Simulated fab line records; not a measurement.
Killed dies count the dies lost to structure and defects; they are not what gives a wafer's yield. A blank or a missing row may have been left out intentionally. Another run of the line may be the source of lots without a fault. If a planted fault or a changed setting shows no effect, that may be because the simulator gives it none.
Which tool did it? | flow n5 finfet | route of 1938 steps, sampled at 1 step: 12 lots, 36 wafers

WHAT THE GAUGES READ, wafer by wafer
N5_BEOL_M1_INSPECT_30: inspects for defects (brightfield).
lot  | measured     | on                | raw defect count
L075 | day 6 10:57  | defect inspect-01 | 434 444 302
L077 | day 6 18:08  | defect inspect-01 | 382 276 288
L079 | day 7 05:35  | defect inspect-02 | 508 393 376
L081 | day 8 00:53  | defect inspect-02 | 333 360 334
L083 | day 8 15:20  | defect inspect-02 | 421 498 448
L085 | day 9 01:41  | defect inspect-01 | 470 329 278
L087 | day 9 11:22  | defect inspect-02 | 454 573 264
L089 | day 9 23:57  | defect inspect-01 | 478 425 558
L091 | day 10 07:08 | defect inspect-02 | 558 465 512
L093 | day 10 22:31 | defect inspect-02 | 482 429 425
L095 | day 11 05:02 | defect inspect-02 | 504 382 359
L097 | day 12 01:00 | defect inspect-01 | 317 348 464

EACH LOT AND THE TOOL THAT RAN IT (in order: tool; ch and the chambers of the sampled wafers; start)
Before these readings, the record contains no process step.

THE ANSWER, worked out from the rows above alone
Rule: what is usual is taken from the lots themselves. The widest of any qualifying gaps counts: lots, ordered by their means at a reading, are off when they make up no more than a third of the lots, leave a main group of 4 or more, and stand apart from it by 3 or more times the standard deviation of that group's means. A main group whose means are all the same, to the digits that the tables above print for the reading, isn't used. Also off: a lot with no number at a reading for which 4 or more lots have one. All remaining lots with rows at the step are treated as sound.
No lot is off on any of the readings shown, so nothing can be concluded from this.

WHAT THE SIMULATOR HAD PUT IN
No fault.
